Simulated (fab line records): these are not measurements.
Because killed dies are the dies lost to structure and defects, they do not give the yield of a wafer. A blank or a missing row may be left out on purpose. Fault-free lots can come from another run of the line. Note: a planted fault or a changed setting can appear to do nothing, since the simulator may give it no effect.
Struck lot and sound lot, side by side | flow nandHarc | 14 steps out of a route of 1302
Sound: these wafers, L459.1, L459.2, L459.5. Struck: wafer L467.3. (L467.1 of the same lot was not struck and is left out.) The cause comes at the end.
Per side, at each step with rows, come the tool, then ch with its chambers, and then its first start. Under that, the readings that differ: sound wafers | struck wafers | difference of the means | sigmas: that difference in standard deviations of wafers without a fault.
alike: a reading whose means differ by less than 2 such deviations, as well as words and numbers matching on both sides. not compared: withheld readings; readings where some wafer has no value; bounds like >300 that might hide an equal value; numbers whose values overlap and for which the record gives no deviation.
The two part at a step that has a row with sigmas, a row that says differs or no value, or rows on one side only. Non-overlapping numbers with no deviation appear without sigmas and do not part them. Lack of a reading on every wafer of one side parts them only where that side has two or more wafers.

NHARC_A_M1_CD_MEAS_09 targets a cd of 120 nm.
  sound on cdSem-03 ch 0, day 26 23:10; struck on cdSem-02 ch 0, day 30 19:08
  alike: cdNm
NHARC_A_M1_OVL_MEAS_10: pitch 240 nm.
  sound on overlay-02 at day 26 23:16; struck on overlay-01 at day 30 19:14
  alike: overlayXNm, overlayYNm
NHARC_A_M1_INSPECT_11:
  sound on defectInspect-02 at day 26 23:18; struck on defectInspect-01 at day 30 19:16
  alike: rawDefectCount
NHARC_A_M1_DESCUM_14: chemistry O2, time 3 s.
  sound on rieDiel-07 ch 0,1,2, day 26 23:22; struck on rieDiel-02 ch 2, day 30 19:20
  alike: drypumpMotorCurrentA, oesProductAu, rfVppV, showerheadPlenumPTorr, throttleValvePct
  not compared: rfHoursCounterH
NHARC_A_M1_ETCH_35: etches the open film in N2/H2, target depth 40 nm, overetch 12 nm, time 43.94 s.
  sound on rieDiel-07 ch 1,2,3, day 26 23:27; struck on rieDiel-02 ch 3, day 30 19:25
  alike: drypumpMotorCurrentA, oesProductAu, rfVppV, showerheadPlenumPTorr, throttleValvePct
  not compared: rfHoursCounterH
NHARC_A_M1_ETCH_15: etches the open film in C4F8/Ar, target depth 182.5 nm, time 91.2 s.
  sound: rieDiel-07 ch 0,1,2; struck: rieDiel-02 ch 3
  alike: oesProductAu, rfVppV
  not compared: rfHoursCounterH
NHARC_A_M1_CD_MEAS_16:
  sound on cdSem-01 at day 26 23:40; struck on cdSem-02 at day 30 19:39
reading   | sound             | struck | difference | sigmas
cdNm (nm) | 120.0 119.0 119.3 | 121.1  | +1.7       | +3
then, 3 steps without rows for these wafers: NHARC_A_M1_STRIP_18 (strips in N2/H2); NHARC_A_M1_ETCH_28 (etches the open film in CF4/N2, target depth 30 nm, time 72.99 s); NHARC_A_M1_STRIP_19 (strips in post etch residue remover, time 600 s).
NHARC_A_M1_DEGAS_29: time 60 s.
  sound on pvdSputter-03 at day 27 00:27; struck on pvdSputter-01 at day 30 20:23
  alike: heaterPowerW
then, 1 step without rows for these wafers: NHARC_A_M1_PRE_CLEAN_30 (time 30 s).
NHARC_A_M1_PVD_20: deposits TaN, target thk 5 nm, time 8.06 s.
  sound on pvdSputter-03 at day 27 00:33; struck on pvdSputter-01 at day 30 20:30
reading   | sound          | struck | difference | sigmas
timeS (s) | 8.06 8.06 8.06 | 2.9373 | -5.1227    | 
  alike: throttleValvePct
NHARC_A_M1_PVD_21: deposits Cu, target thk 30 nm, time 20.49 s.
  sound on pvdSputter-03; struck on pvdSputter-01
  alike: throttleValvePct
  not compared: timeS

WHERE THEY PART
Within this record, at NHARC_A_M1_CD_MEAS_16 only. Later steps at which nothing parts them and some readings are alike: NHARC_A_M1_DEGAS_29, NHARC_A_M1_PVD_20, NHARC_A_M1_PVD_21.

WHY: whatever the simulator had introduced
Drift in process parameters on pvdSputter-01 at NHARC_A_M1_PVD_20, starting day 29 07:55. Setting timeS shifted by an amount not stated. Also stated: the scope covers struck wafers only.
